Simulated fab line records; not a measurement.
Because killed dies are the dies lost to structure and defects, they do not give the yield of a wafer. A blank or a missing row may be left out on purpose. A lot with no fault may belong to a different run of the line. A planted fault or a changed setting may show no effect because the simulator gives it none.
Chamber matching | flow nand_harc | 4 sister chambers for NHARC_A_BLC_STRIP_29 on rie_diel-09
The step strips in CF4. 4 wafers are shown with their chamber, then 12 later ones without.

== WAFERS PAIRED WITH THEIR CHAMBERS ==
wafer  | chamber | drypump_motor_current_A (A)
L082.2 | 0       | 6.3
L086.1 | 1       | 5.5
L086.2 | 3       | 5.4
L086.5 | 2       | 6.3

== WAFERS WITH NO CHAMBER GIVEN ==
wafer  | drypump_motor_current_A (A)
L092.1 | 5.6
L092.5 | 5.5
L092.6 | 6.3
L093.1 | 5.5
L093.2 | 6.3
L093.3 | 5.6
L094.2 | 5.5
L094.4 | 6.3
L094.5 | 5.5
L096.1 | 6.3
L096.3 | 5.5
L096.6 | 6.3

== CHAMBER TAKEN BY EACH ==
wafer  | from the rows above     | in truth
L092.1 | 1                       | 1
L092.5 | 1                       | 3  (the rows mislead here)
L092.6 | can't be placed: 0 or 2 | 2
L093.1 | 1                       | 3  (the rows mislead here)
L093.2 | can't be placed: 0 or 2 | 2
L093.3 | 1                       | 1
L094.2 | 1                       | 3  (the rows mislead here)
L094.4 | can't be placed: 0 or 2 | 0
L094.5 | 1                       | 1
L096.1 | can't be placed: 0 or 2 | 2
L096.3 | 1                       | 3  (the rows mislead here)
L096.6 | can't be placed: 0 or 2 | 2
Placed correctly: 3 of 12. Not placeable from these rows: 5 (in 5, the candidates include the true chamber). Placed wrongly: 4.
How it was worked out, from the rows above alone: a wafer's distance from a chamber is the root of the sum, over the readings, of the square of ((its reading less the chamber's mean) divided by the reading's scatter). If the next closest chamber is less than 2 further off than the closest, the wafer can't be placed; otherwise it belongs to the closest. For every chamber, the mean is computed from those of its wafers that are shown. The scatter: with one shown wafer a chamber, the root of the mean of the squares of how far each hidden wafer lies from its nearest shown one.
